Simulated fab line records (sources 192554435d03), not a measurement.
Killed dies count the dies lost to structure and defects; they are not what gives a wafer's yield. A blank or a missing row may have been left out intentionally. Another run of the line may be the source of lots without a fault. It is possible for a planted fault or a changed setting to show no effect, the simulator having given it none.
fab line records	flow n5-finfet
record: lots: 7	wafers: 19	last-day: 17
route steps=1938 shown BEOL_M10@1514 PASSIVATION@1936
lots that met no fault: from a run of the same line without faults
start-h: start of the lot's first displayed wafer, in hours after the record's first day	wait-h: hours elapsed since this lot's preceding step	" the same as in the row above	L1.1+2: several wafers, shown together as one row	- value missing, or start not given	* or withheld: withheld	< > ~ a bound
route shown NAME@n: NAME is a module with steps in the file, n the number in the route of the first one	usual: mean/standard deviation taken from wafers without a fault	same: alike in all rows	chamber/n: place in a boat	sites: each site's reading	_std_site: standard deviation across them	_edge_site: the outer-site mean with the inner-site mean subtracted	radius-mm: for every site, how far away it sits from the centre of the wafer	mask NAME#n: copy n	behind: the tool/chamber that last shaped the wafer	hold: the reason the lot was held/the length of the hold in hours/how it ended	device: transistor that didn't switch, given as n, p or np	end of line: the same wafers' tests at the end of the route	where a step has no rows: the recipe by itself	killed: at the first sort, the dies lost to defects and structure; wafer yield is something else	map: shows each die of a wafer: x if killed, . if not, _ if none is there
set.NAME: the setting as run; set.NAME@STEP: as run at that earlier step	model.NAME: the simulator's own value behind a step, which no gauge read
lots seen at some steps along the route; tables by step, rows by wafer
services: the hour from which a tool's chamber was out of use, counted from the record's first day as start-h (under 0 if before that day), plus the number of hours and why
== steps ==
step: N5_BEOL_M10_STRIP_77
recipe: chemistry: N2/H2	time-s: 10	power-w: 450	temp-c: 40	pressure-mtorr: 20	rf-frequency-hz: 6e+07	bias-power-w: 7	n2-flow-sccm: 200	h2-flow-sccm: 200
usual: bias-power-w: 7.003/0.022	drypump-motor-current-A: 5.7/0.45	oes-product-au: 0.79/0.089	rf-vpp-V: 59.2/0.88	showerhead-plenum-p-Torr: 2.55/0.085	throttle-valve-pct: 23.51/0.3
lot.wafer	tool	chamber	start-h	wait-h	bias-power-w	drypump-motor-current-A	oes-product-au	rf-hours-counter-h	rf-vpp-V	showerhead-plenum-p-Torr	throttle-valve-pct
L143.1	rie-diel-03	1	-	-	6.995	5.7	0.78	121	60.8	2.65	23.01
L143.3	"	2	"	"	7.021	6.6	0.70	227	58.2	2.61	24.18
L143.6	"	3	"	"	6.990	6.3	0.76	-	59.0	2.43	23.33
L145.2	rie-diel-01	0	-	-	7.003	5.5	0.91	17	58.3	2.60	22.95
L145.3	"	2	"	"	6.999	5.4	0.80	96	58.8	2.67	23.51
L149.2	rie-diel-01	2	-	-	7.026	5.4	0.79	109	59.6	2.67	23.53
L149.3	"	3	"	"	6.983	5.1	0.78	99	61.7	2.68	23.59
L151.1	rie-diel-01	3	-	-	6.998	5.1	0.77	103	60.1	2.67	23.61
L151.3	"	2	"	"	7.003	5.4	0.79	113	59.1	2.67	23.53
L151.4	"	1	"	"	7.011	6.1	0.69	233	58.0	2.40	23.35
L157.3	rie-diel-01	1	-	-	6.982	6.1	0.69	241	59.9	2.40	23.35
L157.4	"	0	"	"	6.994	5.5	0.87	44	58.8	2.59	23.00
L157.5	"	1	"	"	6.984	6.1	0.69	-	58.6	2.40	23.35
L161.3	rie-diel-05	1	-	-	7.020	6.2	0.85	49	59.4	2.47	23.61
L161.4	"	3	"	"	7.007	5.4	0.67	-	57.8	2.51	23.89
L161.5	"	0	"	"	7.009	5.2	0.89	-	59.7	2.59	23.44
L164.1	rie-diel-05	2	-	-	7.016	6.3	0.96	0	59.6	2.50	23.62
L164.2	"	0	"	"	6.974	5.2	0.87	28	58.9	2.59	23.45
L164.3	"	1	"	"	7.004	6.2	0.84	53	59.2	2.47	23.62
step: N5_BEOL_M10_OCD_MEAS_38
usual: trench-depth-nm: 147.7/2.1
lot.wafer	tool	chamber	start-h	wait-h	trench-depth-nm
L143.1	ocd-01	-	237.86	-	148.2
L143.3	"	-	"	"	145.0
L143.6	"	-	"	"	149.5
L145.2	ocd-02	-	242.07	-	149.2
L145.3	"	-	"	"	149.8
L149.2	ocd-01	-	278.84	-	149.7
L149.3	"	-	"	"	146.8
L151.1	ocd-02	-	291.12	-	147.5
L151.3	"	-	"	"	148.1
L151.4	"	-	"	"	144.1
L157.3	ocd-01	-	312.96	-	145.4
L157.4	"	-	"	"	149.5
L157.5	"	-	"	"	145.5
L161.3	ocd-01	-	347.03	-	147.7
L161.4	"	-	"	"	145.4
L161.5	"	-	"	"	150.1
L164.1	ocd-01	-	356.37	-	145.8
L164.2	"	-	"	"	150.7
L164.3	"	-	"	"	149.8
step: N5_BEOL_M10_HM_STRIP_39
recipe: chemistry: peroxide-tin-strip	material: TiN	target-depth-a: 250	temp-c: 50	time-s: 158
step: N5_BEOL_M10_SRD_40
recipe: time-s: 30	temp-c: 23	rinse-liquid: diw	dry: ipa-marangoni
step: N5_BEOL_M10_PRECLEAN_42
recipe: chemistry: residue-remover	time-s: 60	temp-c: 40
step: N5_BEOL_M10_SRD_43
recipe: time-s: 30	temp-c: 23	rinse-liquid: diw	dry: ipa-marangoni
step: N5_BEOL_M10_CD_MEAS_35
recipe: target-cd-nm: 70	polarity: opening
usual: cd-nm: 69.8/0.6
lot.wafer	tool	chamber	start-h	wait-h	cd-nm
L143.1	cd-sem-02	-	238.01	0.0	68.9
L143.3	"	-	"	"	69.3
L143.6	"	-	"	"	69.7
L145.2	cd-sem-02	-	242.22	0.0	69.9
L145.3	"	-	"	"	69.5
L149.2	cd-sem-03	-	278.99	0.0	70.3
L149.3	"	-	"	"	69.2
L151.1	cd-sem-02	-	291.30	0.0	69.9
L151.3	"	-	"	"	69.6
L151.4	"	-	"	"	69.5
L157.3	cd-sem-03	-	313.12	0.0	70.0
L157.4	"	-	"	"	70.3
L157.5	"	-	"	"	69.7
L161.3	cd-sem-01	-	347.27	0.0	69.8
L161.4	"	-	"	"	70.3
L161.5	"	-	"	"	69.9
L164.1	cd-sem-01	-	356.52	0.0	69.5
L164.2	"	-	"	"	68.8
L164.3	"	-	"	"	68.8
step: N5_BEOL_M10_CURE_72
recipe: temp-c: 370	time-s: 120	ambient: DMADMS/He	material: SiCOH_lowk
usual: lamp-power-pct: 52.32/0.057	wafer_temp_C_max: 372.0/0.7
lot.wafer	tool	chamber	start-h	wait-h	lamp-power-pct	wafer_temp_C_max
L143.1	uv-cure-02	1	238.06	0.0	52.35	371.5
L143.3	"	1	"	"	52.34	371.1
L143.6	"	1	"	"	52.42	371.0
L145.2	uv-cure-03	0	242.35	0.1	52.39	373.2
L145.3	"	0	"	"	52.42	371.8
L149.2	uv-cure-03	1	279.08	0.1	52.30	371.8
L149.3	"	1	"	"	52.41	371.7
L151.1	uv-cure-01	2	291.35	0.0	52.39	372.8
L151.3	"	2	"	"	52.31	372.9
L151.4	"	2	"	"	52.34	372.5
L157.3	uv-cure-03	2	313.25	0.1	52.37	371.7
L157.4	"	2	"	"	52.33	371.1
L157.5	"	2	"	"	52.24	371.6
L161.3	uv-cure-02	2	347.41	0.1	52.44	372.0
L161.4	"	2	"	"	52.30	371.9
L161.5	"	2	"	"	52.36	372.4
L164.1	uv-cure-01	1	356.57	0.0	52.30	371.9
L164.2	"	1	"	"	52.49	372.0
L164.3	"	1	"	"	52.32	371.7
step: N5_BEOL_M10_DEGAS_44
recipe: ambient: vacuum	temp-c: 250	time-s: 60
step: N5_BEOL_M10_PRE_CLEAN_45
recipe: gas: H2/He	time-s: 30	temp-c: 250
usual: heater-power-w: 347/41	susceptor-temp-C: 250.02/0.19
lot.wafer	tool	chamber	start-h	wait-h	heater-power-w	susceptor-temp-C
L143.1	pvd-sputter-02	-	238.61	0.0	383	249.83
L143.3	"	-	"	"	393	250.08
L143.6	"	-	"	"	333	250.28
L145.2	pvd-sputter-03	-	243.18	0.0	363	250.14
L145.3	"	-	"	"	421	249.82
L149.2	pvd-sputter-03	-	279.48	0.0	415	250.08
L149.3	"	-	"	"	349	249.88
L151.1	pvd-sputter-03	-	292.83	0.0	349	249.69
L151.3	"	-	"	"	412	250.21
L151.4	"	-	"	"	377	250.22
L157.3	pvd-sputter-01	-	313.68	0.0	346	250.22
L157.4	"	-	"	"	302	249.90
L157.5	"	-	"	"	289	250.03
L161.3	pvd-sputter-01	-	347.67	0.0	359	249.75
L161.4	"	-	"	"	289	250.20
L161.5	"	-	"	"	295	250.16
L164.1	pvd-sputter-02	-	357.13	0.0	380	249.83
L164.2	"	-	"	"	373	249.96
L164.3	"	-	"	"	304	250.14
step: N5_BEOL_M10_ALD_74
recipe: material: TaN	target-thk-a: 20	temp-c: 275	ald-precursor-family: PDMAT	ald-co-reactant: NH3	pressure-torr: 3	carrier-flow-sccm: 1500	pulse-time-s: 2	purge-time-s: 3	co-reactant-purge-time-s: 2	co-reactant-pulse-time-s: 3	ald-cycles: 40	precursor-vessel-temp-c: 75	precursor-vessel-pressure-torr: 26.25	precursor-vessel-carrier-sccm: 1000
step: N5_BEOL_M10_SURFACE_TREAT_76
recipe: gas: Ar	time-s: *	ion-energy-ev: *	ion-current-ma-cm2: 0.5	pressure-mtorr: *	ar-flow-sccm: 30
usual: throttle-valve-pct: *
lot.wafer	tool	chamber	start-h	wait-h	throttle-valve-pct
L143.1	pvd-sputter-02	-	238.97	0.2	*
L143.3	"	-	"	"	*
L143.6	"	-	"	"	*
L145.2	pvd-sputter-03	-	243.68	0.3	*
L145.3	"	-	"	"	*
L149.2	pvd-sputter-03	-	279.92	0.2	*
L149.3	"	-	"	"	*
L151.1	pvd-sputter-01	-	293.22	0.2	*
L151.3	"	-	"	"	*
L151.4	"	-	"	"	*
L157.3	pvd-sputter-02	-	314.33	0.5	*
L157.4	"	-	"	"	*
L157.5	"	-	"	"	*
L161.3	pvd-sputter-03	-	349.03	1.1	*
L161.4	"	-	"	"	*
L161.5	"	-	"	"	*
L164.1	pvd-sputter-02	-	357.69	0.2	*
L164.2	"	-	"	"	*
L164.3	"	-	"	"	*
step: N5_BEOL_M10_CVD_75
recipe: material: Co	target-thk-a: 20	temp-c: withheld	precursor: CCTBA/H2	pressure-torr: 30	time-s: 138.9
usual: run-length-s: 161.6/0.65
lot.wafer	tool	chamber	start-h	wait-h	run-length-s
L143.1	cvd-co-01	1	239.05	0.1	161.0
L143.3	"	2	"	"	160.6
L143.6	"	1	"	"	160.9
L145.2	cvd-co-01	2	243.78	0.1	160.9
L145.3	"	1	"	"	201.7
L149.2	cvd-co-01	2	279.98	0.0	161.1
L149.3	"	0	"	"	201.8
L151.1	cvd-co-01	1	293.39	0.1	160.8
L151.3	"	2	"	"	200.5
L151.4	"	1	"	"	201.0
L157.3	cvd-co-02	1	314.62	0.3	161.3
L157.4	"	1	"	"	161.0
L157.5	"	0	"	"	161.5
L161.3	cvd-co-02	2	349.32	0.3	162.1
L161.4	"	0	"	"	161.6
L161.5	"	1	"	"	161.5
L164.1	cvd-co-02	2	357.81	0.1	163.0
L164.2	"	1	"	"	161.2
L164.3	"	0	"	"	162.0
step: N5_BEOL_M10_SPUTTER_48
recipe: material: Cu	target-thk-a: 120	temp-c: -20	bias-v: 60	power-w: 26000	chamber-pressure-pa: 0.13	time-s: 2
usual: chuck-gas-flow-sccm: 1.26/0.052	susceptor-temp-C: -20.00/0.1	throttle-valve-pct: 30.6/0.76
lot.wafer	tool	chamber	start-h	wait-h	chuck-gas-flow-sccm	susceptor-temp-C	throttle-valve-pct
L143.1	pvd-sputter-02	-	239.23	0.1	1.25	-19.98	30.9
L143.3	"	-	"	"	1.29	-20.18	29.8
L143.6	"	-	"	"	1.26	-20.04	29.1
L145.2	pvd-sputter-02	-	243.90	0.1	1.34	-20.13	31.0
L145.3	"	-	"	"	1.22	-19.98	30.5
L149.2	pvd-sputter-01	-	280.15	0.1	1.34	-20.04	29.7
L149.3	"	-	"	"	1.36	-19.93	29.8
L151.1	pvd-sputter-03	-	293.55	0.1	1.36	-20.09	30.4
L151.3	"	-	"	"	1.28	-19.99	31.2
L151.4	"	-	"	"	1.18	-19.98	31.8
L157.3	pvd-sputter-03	-	315.67	1.0	1.19	-19.91	32.0
L157.4	"	-	"	"	1.25	-19.99	31.2
L157.5	"	-	"	"	1.24	-19.86	31.1
L161.3	pvd-sputter-01	-	349.61	0.2	1.21	-20.00	29.7
L161.4	"	-	"	"	1.31	-19.99	30.7
L161.5	"	-	"	"	1.39	-20.10	30.3
L164.1	pvd-sputter-02	-	357.97	0.1	1.30	-19.96	29.4
L164.2	"	-	"	"	1.27	-19.98	29.6
L164.3	"	-	"	"	1.34	-19.86	30.4
step: N5_PASSIVATION_PROBE_49
usual: defect-limited-yield: 91.0/1.5	killed_at_M0_to_M3: 36/12	killed_at_M4_up: 14/5.5	killed-at-contacts: 11/4.8	killed-at-front-end: 42/12	killed-at-other: 3.7/2.7	killed-dies: 106/18	killed-open: 70/13	killed-short: 35/8.2	sort_bin_5_function: 5.3/1	sort_bin_6_memory: 3.3/0.69	sort-n-pass: 1074/18	sort-yield-pct: 91.0/1.5
same: gross-dies: 1180	killed-at-back-side: 0	sort_bin_4_leakage[%]: 0	sort_bin_8_speed[%]: 0
lot.wafer	tool	chamber	start-h	wait-h	defect-limited-yield[%]	killed_at_M0_to_M3	killed_at_M4_up	killed-at-contacts	killed-at-front-end	killed-at-other	killed-dies	killed-open	killed-short	sort_bin_5_function[%]	sort_bin_6_memory[%]	sort-n-pass	sort-yield-pct[%]
L145.2	prober-01	-	299.64	0.1	92.3	31	9	13	32	6	91	52	38	4.5	2.7	1089	92.3
L145.3	prober-01	-	299.69	0.1	92.8	25	16	11	27	6	85	54	31	4.6	2.1	1095	92.8
L151.1	prober-01	-	339.81	0.0	93.4	29	9	4	30	6	78	43	33	4.1	2.2	1102	93.4
L151.4	prober-01	-	339.96	0.2	89.7	71	7	12	25	6	121	71	50	6.1	3.9	1059	89.7
killed by level:class
L145.2 MOL_CONTACT_COAG:geometric-particle:open=11 BEOL_M3:geometric-particle:open=9 FIN_SAQP:geometric-particle:short=6 FIN_SAQP:geometric-particle:open=5 GATE_CUT:geometric-particle:short=5 BEOL_M1:geometric-particle:open=5 BEOL_M0_SAQP:geometric-particle:short=4 BEOL_M4:geometric-particle:open=4
L145.3 MOL_CONTACT_COAG:geometric-particle:open=10 BEOL_M4:geometric-particle:open=9 BEOL_M1:geometric-particle:open=8 FIN_SAQP:geometric-particle:short=6 BEOL_M3:geometric-particle:open=6 FIN_SAQP:geometric-particle:open=5 PASS1_CAP:geometric-particle:short=5 GATE_CUT:geometric-particle:short=3
L151.1 BEOL_M0_SAQP:geometric-particle:open=7 BEOL_M0_SAQP:geometric-particle:short=6 FIN_SAQP:geometric-particle:short=5 DUMMY_GATE:geometric-particle:open=5 BEOL_M2:geometric-particle:open=5 STARTING-WAFER:geometric-particle:short=5 ILD0:geometric-particle:short=4 MOL_CONTACT_COAG:geometric-particle:open=3
L151.4 BEOL_M0_SAQP:geometric-particle:short=20 BEOL_M2:geometric-particle:open=17 BEOL_M0_SAQP:geometric-particle:open=13 MOL_CONTACT_COAG:geometric-particle:open=9 BEOL_M3:geometric-particle:open=9 FIN_SAQP:geometric-particle:open=6 GATE_CUT:geometric-particle:short=6 FIN_SAQP:geometric-particle:short=4
== services ==
tool	chamber	start-h	hours	kind
uv-cure-03	-	223.53	5.0	pm
rie-diel-01	0	225.59	5.0	repair
cvd-co-01	2	245.84	12.5	repair
rie-diel-01	1	246.01	6.7	repair
cvd-co-01	-	262.09	4.3	pm
rie-diel-01	1	300.08	2.1	repair
rie-diel-03	-	306.71	2.8	pm
rie-diel-03	2	315.09	11.2	repair
uv-cure-02	-	322.44	2.1	pm
cvd-co-01	-	324.81	1.1	repair
uv-cure-01	-	328.79	3.4	pm
rie-diel-05	3	331.50	3.1	repair
cvd-co-01	1	333.33	-	clean
cvd-co-01	1	333.33	22.0	scheduled-down
cvd-co-01	1	333.33	22.0	vent-cycle
rie-diel-01	1	337.69	-	clean
rie-diel-01	1	337.69	-	consumable-replace:focus-ring
rie-diel-01	1	337.69	-	consumable-replace:showerhead
rie-diel-01	1	337.69	13.0	scheduled-down
rie-diel-01	1	337.69	13.0	vent-cycle
rie-diel-01	0	338.64	8.2	repair
cvd-co-01	-	341.87	14.6	pm
uv-cure-03	-	352.65	2.1	pm
cvd-co-01	1	357.47	24.4	repair
== key ==
first-sign: step: N5_BEOL_M10_CVD_75	reading: run-length-s	direction: up	sigmas: 61	usual: *	struck: *
effect none on later readings
met-at N5_BEOL_M10_CVD_75
struck-wafers L145.3,L149.3,L151.3,L151.4
onset-between 239.05 243.78
fault: kind: process-parameter-drift	tool: cvd-co-01	chamber: -	onset-h: 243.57	steps: N5_BEOL_M10_CVD_75	channel: time-s	offset: *	shape: step	end-h: 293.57	scope: struck-wafers-only	acts-in: *	stated: *
